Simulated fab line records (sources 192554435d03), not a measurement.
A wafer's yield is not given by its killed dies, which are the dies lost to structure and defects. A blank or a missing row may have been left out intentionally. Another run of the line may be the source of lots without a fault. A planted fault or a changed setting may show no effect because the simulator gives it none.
Split-lot study | flow n5-finfet | 7 lots, 21 wafers read, on a route of 1938 steps

## ON THE SPLIT
At N5_BEOL_M0_SAQP_PECVD_00 (deposits SiCN from 3MS/NH3, target thk 8 nm, time 14 s), the setting time-s was moved away from the recipe's 14 s on 7 of the 21 wafers read, by -13.9% to +13.1%. This setting was run at the recipe's value on the other wafers.

The split's own step is where the reading is taken.

## THE READING
SiCN_of_BEOL_M0_SAQP_PECVD_00.thk-nm (the simulator's own value, which no gauge read), in nm, at N5_BEOL_M0_SAQP_PECVD_00 (deposits SiCN from 3MS/NH3, target thk 8 nm, time 14 s). The file gives no usual value for it. Average 8.0 nm, standard deviation 0.15 nm, over the 14 wafers here run with the recipe.

wafer  | tool, chamber at the split | time-s as run, s | against the recipe | SiCN_of_BEOL_M0_SAQP_PECVD_00.thk-nm, nm | against lot-mates on the recipe
L074.2 | pecvd-02, 1                | 15.84            | +13.1%             | 9                                        | +0.8
L074.5 | pecvd-02, 0                | 14               | recipe             | 8.2                                      | -
L074.6 | pecvd-02, 2                | 15.84            | +13.1%             | 9.2                                      | +1.0
L077.1 | pecvd-02, 0                | 14               | recipe             | 8                                        | -
L077.4 | pecvd-02, 0                | 14               | recipe             | 8                                        | -
L077.5 | pecvd-02, 2                | 14               | recipe             | 7.8                                      | -
L080.2 | pecvd-04, 1,2              | 14               | recipe             | 8                                        | -
L080.5 | pecvd-04, 1,2              | 14               | recipe             | 8                                        | -
L080.6 | pecvd-04, 1                | 12.06            | -13.9%             | 7.2                                      | -0.8
L085.1 | pecvd-04, 2                | 14               | recipe             | 7.8                                      | -
L085.4 | pecvd-04, 2                | 14               | recipe             | 8                                        | -
L085.5 | pecvd-04, 1                | 14               | recipe             | 8.2                                      | -
L087.2 | pecvd-04, 1                | 12.38            | -11.6%             | 7.2                                      | -1.0
L087.3 | pecvd-04, 1                | 12.38            | -11.6%             | 7.4                                      | -0.8
L087.6 | pecvd-04, 1                | 14               | recipe             | 8.2                                      | -
L091.1 | pecvd-01, 2,1              | 12.52            | -10.6%             | 7.2                                      | -1.0
L091.3 | pecvd-01, 2,1              | 12.52            | -10.6%             | 7.2                                      | -1.0
L091.6 | pecvd-01, 1                | 14               | recipe             | 8.2                                      | -
L095.1 | pecvd-02, 1                | 14               | recipe             | 7.8                                      | -
L095.4 | pecvd-02, 1                | 14               | recipe             | 7.8                                      | -
L095.5 | pecvd-02, 1                | 14               | recipe             | 8                                        | -
If several chambers appear in one row, that row covers several wafers at once and the file leaves open which wafer was in which chamber.

THE FIT
A straight line over all 21 wafers: SiCN_of_BEOL_M0_SAQP_PECVD_00.thk-nm changes by +0.0721 nm for each +1% of time-s; r = +0.96; the points scatter about the line by 0.16 nm.
The same after taking each lot's own level away (the mean of its wafers on the recipe; 21 wafers): +0.0739 nm for each +1%; r = +0.97; scatter 0.13 nm.
The reading moves by 1 nm for the largest change in time-s, on that fit.
Across the lots, their own levels run from 7.87 to 8.20 nm, a range of 2.2 times the standard deviation given above.
The two slopes are in agreement: the lot-to-lot level therefore moves the slope only a little.
Check: for one of the wafers moved furthest among these (-13.9%), held out of the fit, the line's prediction against its lot-mates is -1.11 nm. Against them it came out at -0.8 nm.

## OTHER SPLITS APPLIED TO THESE WAFERS
Before the reading, these wafers also passed through other splits. Each is held against what the fit with the lots' levels taken away leaves over:
other split on the same wafers        | wafers away from the commonest value | r with SiCN_of_BEOL_M0_SAQP_PECVD_00.thk-nm (lot level and that fit taken away)
N5_MOL_CONTACT_COAG_EXPOSE_05 dose-mj | 8                                    | -0.13

## THE FILE'S OWN FIT
SiCN_of_BEOL_M0_SAQP_PECVD_00.thk-nm changes by +0.0719 nm for each +1% of time-s, r = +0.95.
